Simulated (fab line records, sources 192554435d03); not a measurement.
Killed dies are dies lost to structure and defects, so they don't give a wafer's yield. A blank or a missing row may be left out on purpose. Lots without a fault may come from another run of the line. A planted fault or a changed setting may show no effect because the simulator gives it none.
Chamber matching | flow n5_finfet | N5_BEOL_M15_ILD_DEP_00 on pecvd-01: 3 sister chambers
The step deposits SiO2 from TEOS/O2, target thk 1629.3 nm, time 346.1 s. 18 wafers are shown with their chamber, then 9 later ones without.

WAFERS WITH THEIR CHAMBER
wafer  | chamber | throttle_valve_pct (%) | showerhead_vpp_V (V) | showerhead_plenum_p_Torr (Torr)
L076.1 | 2       | 17.8                   | 1818                 | 8.31
L076.2 | 0       | 18.4                   | 1878                 | 8.24
L076.5 | 2       | 17.8                   | 1803                 | 8.31
L080.1 | 2       | 17.8                   | 1801                 | 8.28
L080.4 | 1       | 19.3                   | 1715                 | 8.35
L080.5 | 0       | 18.5                   | 1873                 | 8.27
L086.2 | 1       | 19.6                   | 1722                 | 8.33
L086.3 | 2       | 18.0                   | 1798                 | 8.31
L086.6 | 1       | 19.5                   | 1711                 | 8.35
L089.1 | 0       | 18.7                   | 1877                 | 8.26
L089.3 | 2       | 17.9                   | 1827                 | 8.29
L089.5 | 0       | 18.6                   | 1869                 | 8.26
L088.1 | 1       | 19.5                   | 1744                 | 8.34
L088.2 | 2       | 17.9                   | 1810                 | 8.31
L088.3 | 0       | 18.5                   | 1885                 | 8.28
L087.3 | 0       | 18.6                   | 1842                 | 8.28
L087.4 | 2       | 17.6                   | 1808                 | 8.28
L087.5 | 1       | 19.3                   | 1714                 | 8.33

SIGNATURES (means of the wafers above)
reading                  | chamber 0 | chamber 1 | chamber 2 | scatter within a chamber
throttle_valve_pct       | 18.550    | 19.440    | 17.829    | 0.121
showerhead_vpp_V         | 1870.67   | 1721.20   | 1809.29   | 12.8
showerhead_plenum_p_Torr | 8.2650    | 8.3400    | 8.2986    | 0.0137
Rule: a wafer's distance from a chamber is the root of the sum, over the readings, of the square of ((its reading less the chamber's mean) divided by the reading's scatter). The wafer belongs to the nearest chamber; if the next one is less than 2 further off, it can't be placed. The scatter: the root of (the sum of the squares of (reading less its chamber's mean) over the shown wafers, divided by (wafers less chambers)).

WAFERS WITHOUT THEIR CHAMBER
wafer  | throttle_valve_pct (%) | showerhead_vpp_V (V) | showerhead_plenum_p_Torr (Torr)
L091.1 | 19.6                   | 1716                 | 8.36
L091.4 | 17.8                   | 1783                 | 8.29
L091.5 | 18.7                   | 1907                 | 8.28
L093.2 | 17.9                   | 1828                 | 8.30
L093.3 | 19.2                   | 1748                 | 8.31
L093.6 | 17.8                   | 1815                 | 8.32
L096.1 | 18.4                   | 1906                 | 8.29
L096.3 | 19.8                   | 1710                 | 8.31
L096.5 | 18.9                   | 1848                 | 8.27

WHICH CHAMBER EACH WENT THROUGH
wafer  | from the rows above | in truth
L091.1 | 1                   | 1
L091.4 | 2                   | 2
L091.5 | 0                   | 0
L093.2 | 2                   | 2
L093.3 | 1                   | 1
L093.6 | 2                   | 2
L096.1 | 0                   | 0
L096.3 | 1                   | 1
L096.5 | 0                   | 0
Placed correctly: 9 of 9. Can't be placed from these rows: 0. Placed wrongly: 0.
